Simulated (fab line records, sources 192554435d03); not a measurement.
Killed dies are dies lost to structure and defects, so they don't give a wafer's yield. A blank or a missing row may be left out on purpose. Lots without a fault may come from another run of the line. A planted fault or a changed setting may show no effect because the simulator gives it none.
Problem report in the 8D (eight disciplines) form, filled by code | flow n5_finfet | the parts of the form that need people (team, actions taken, sign-off) are left out
Where a reading is given only as a bound, like >300, the bound stands for it, and a mean or a difference that rests on one is marked > or <: the true number lies beyond.

1. THE PROBLEM
raw_defect_count at N5_HKMG_FIN_INSPECT_14 reads a mean of >300 on 2 wafers of 2 lots; wafers without a fault read 2.2 with a standard deviation of 1.5. That is +99 or more standard deviations from the usual mean.
The step: inspects for defects (macro).
First seen on wafer L146.3, day 7 09:34, on defect_inspect-02. The record holds 12 wafers of 4 lots with a number at this step. Rule for "out", or "out of limits": more than 4 standard deviations from the usual mean. The other wafers with a number count as sound.

2. WHAT IT IS AND WHAT IT IS NOT
question                    | is                | is not
which readings at this step | raw_defect_count  | -
which lots                  | L146, L148        | L142, L154
which wafers of those lots  | L146.3, L148.6    | L146.2, L146.6, L148.3, L148.5
read on which gauges        | defect_inspect-02 | defect_inspect-01
when                        | from day 7 09:34  | up to then (5 sound wafers); but 5 sound wafers of L148, L154 came after

3. SUSPECTS, AND WHAT RULES EACH OUT
Counting: a tool at a process step up to the reading stays a suspect if it ran every lot that is out. Sound lots after the first of them don't rule it out here, since some wafers of a struck lot are sound.
- the gauge at N5_HKMG_FIN_INSPECT_14: ruled out. All the wafers that are out were read on defect_inspect-02, but those of them that N5_PASSIVATION_PROBE_49 has rows for are out there too, on other tools.
- wet_bench-01 at N5_HKMG_FIN_PRECLEAN_64 (cleans in dHF, time 30 s): kept. It ran every lot that is out, first L146 (day 7 08:22); its last sound lot up to then is L142 (day 6 15:58).
Left after counting: wet_bench-01 at N5_HKMG_FIN_PRECLEAN_64.

4. THE CAUSE (what the simulator had put in)
Chamber particle source: wet_bench-01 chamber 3, from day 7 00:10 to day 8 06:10, at N5_HKMG_FIN_PRECLEAN_64. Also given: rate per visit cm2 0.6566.
Counting left only this tool.

5. THE CHAIN OF EFFECTS, in route order
Each row: a reading whose mean over the struck wafers that have a number lies more than 3 standard deviations from the usual. Only readings for which the record gives a usual standard deviation are gone through. hours: the time from each lot's start at the first step in this table that gives one to its start at this step, as a median over the lots. sigmas: the change in usual standard deviations.
hours | step                    | reading              | usual  | on struck wafers | change | sigmas
0     | N5_HKMG_FIN_INSPECT_14  | raw_defect_count     | 2.2    | >300             | >+298  | +99 or more
203   | N5_PASSIVATION_PROBE_49 | defect_limited_yield | 91.2 % | 82.0             | -9.2   | -6.6
203   | N5_PASSIVATION_PROBE_49 | killed_at_front_end  | 41     | 143              | +102   | +9.3
203   | N5_PASSIVATION_PROBE_49 | killed_dies          | 103    | 213              | +110   | +6.9
203   | N5_PASSIVATION_PROBE_49 | killed_on_rim        | 13     | 24               | +10    | +3.1
203   | N5_PASSIVATION_PROBE_49 | sort_bin_5_function  | 5.1 %  | 12.1             | +7.0   | +7.6
203   | N5_PASSIVATION_PROBE_49 | sort_n_pass          | 1077   | 967              | -110   | -6.9
203   | N5_PASSIVATION_PROBE_49 | sort_yield_pct       | 91.2 % | 82.0             | -9.2   | -6.6
The process steps in it:
- N5_PASSIVATION_PROBE_49
Later measuring or inspecting steps at which every struck wafer that the step has a row for has a number for every such reading, and none has moved that far: N5_BEOL_M4_RC_MEAS_101.

6. WHAT WOULD HAVE CAUGHT IT SOONER
In this record the first reading out of limits at a measuring or inspecting step was taken at day 7 09:34, 9 hours after the fault began at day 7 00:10.
Of the lots that are out (2), L148 began N5_HKMG_FIN_PRECLEAN_64 on wet_bench-01 after day 7 09:34. A hold on the tool at that time would have spared it.
